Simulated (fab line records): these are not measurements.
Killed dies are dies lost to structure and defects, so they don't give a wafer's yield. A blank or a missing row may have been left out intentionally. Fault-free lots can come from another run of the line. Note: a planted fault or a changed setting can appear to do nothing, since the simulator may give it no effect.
One fault seen from 3 desks | flow n5Finfet | only its own numbers are on each desk; what lay behind them is given at the end

== THE DEFECT DESK ==
Per lot, the means of the sampled wafers with a number show what the inspections along the route counted. A lot is out of limits, marked OUT, if its mean lies more than 4 standard deviations from the usual mean; the brackets give that distance.
Columns: A = rawDefectCount at N5_SD_EPI_N_INSPECT_11, usual 2.2
lot  | first seen here | A
L950 | day 3 15:08     | 2.3
L953 | day 4 09:57     | 1.7
L955 | day 4 19:59     | 2.0
L956 | day 5 03:34     | 4.0
L957 | day 5 10:48     | 0.7
L968 | day 8 01:26     | 1.0
L969 | day 8 07:43     | 1.7
This desk found nothing out of limits on any of the 7 lots.

== AT THE TOOL OWNER'S DESK: plasmaAsher-02 ==
The tool's own readings at N5_SD_EPI_N_STRIP_38 (strips in N2/H2): means of the sampled wafers that have a number, for each lot that ran on this tool. A lot is out of limits, marked OUT, if its mean lies more than 4 standard deviations from the usual mean; the brackets give that distance.
Columns: A = drypumpMotorCurrentA at N5_SD_EPI_N_STRIP_38, usual 5.8 A; B = h2FlowSccm at N5_SD_EPI_N_STRIP_38, usual 3250 sccm; C = heaterPowerW at N5_SD_EPI_N_STRIP_38, usual 330 W; D = oesProductAu at N5_SD_EPI_N_STRIP_38, usual 0.762 a.u.
lot  | first seen here | A   | B    | C   | D
L950 | day 3 15:57     | 4.9 | 3242 | 295 | 0.764
L953 | day 4 10:47     | 5.7 | 3245 | 354 | 0.752
L969 | day 8 08:31     | 6.1 | 3245 | 383 | 0.766
This desk found nothing out of limits on any of the 3 lots.

== THE METROLOGY DESK ==
Lot by lot, what the gauges showed, no matter which tool ran the lot: averages of those sampled wafers that carry a number. A lot is out of limits, marked OUT, if its mean lies more than 4 standard deviations from the usual mean; the brackets give that distance. It has 12 readings; the 7 that lie furthest out on some lot are the ones shown.
Columns: A = cdNm at N5_SD_EPI_N_CD_MEAS_09, usual 120.2 nm; B = DIBL_N at N5_BEOL_M4_RC_MEAS_101, usual 37.1 mV/V; C = IOFF_P at N5_BEOL_M4_RC_MEAS_101, usual 0.21 nA/um; D = ION_N at N5_BEOL_M4_RC_MEAS_101, usual 674 uA/um; E = ION_P at N5_BEOL_M4_RC_MEAS_101, usual 459 uA/um; F = VT_N at N5_BEOL_M4_RC_MEAS_101, usual 250 mV; G = VT_P at N5_BEOL_M4_RC_MEAS_101, usual -251 mV
lot  | first seen here | A     | B    | C    | D   | E   | F   | G
L950 | day 3 15:05     | 120.2 | 35.7 | 0.21 | 667 | 460 | 253 | -250
L953 | day 4 09:54     | 121.0 | 34.5 | 0.13 | 643 | 438 | 257 | -259
L955 | day 4 19:56     | 121.5 | 36.5 | 0.21 | 669 | 458 | 252 | -251
L956 | day 5 03:13     | 120.9 | 36.5 | 0.19 | 663 | 452 | 251 | -253
L957 | day 5 10:44     | 120.5 | 36.5 | 0.16 | 665 | 449 | 251 | -256
L968 | day 8 01:23     | 118.9 | 37.1 | 0.21 | 673 | 455 | 250 | -252
L969 | day 8 07:39     | 118.6 | 33.2 | 0.14 | 653 | 441 | 252 | -258
This desk found nothing out of limits on any of the 7 lots.

== TAKEN TOGETHER ==
Nothing the defect desk looked at was out of limits.
Nothing out of limits was seen by the tool owner's desk.
The metrology desk saw nothing out of limits.

== WHAT THE SIMULATOR PUT IN ==
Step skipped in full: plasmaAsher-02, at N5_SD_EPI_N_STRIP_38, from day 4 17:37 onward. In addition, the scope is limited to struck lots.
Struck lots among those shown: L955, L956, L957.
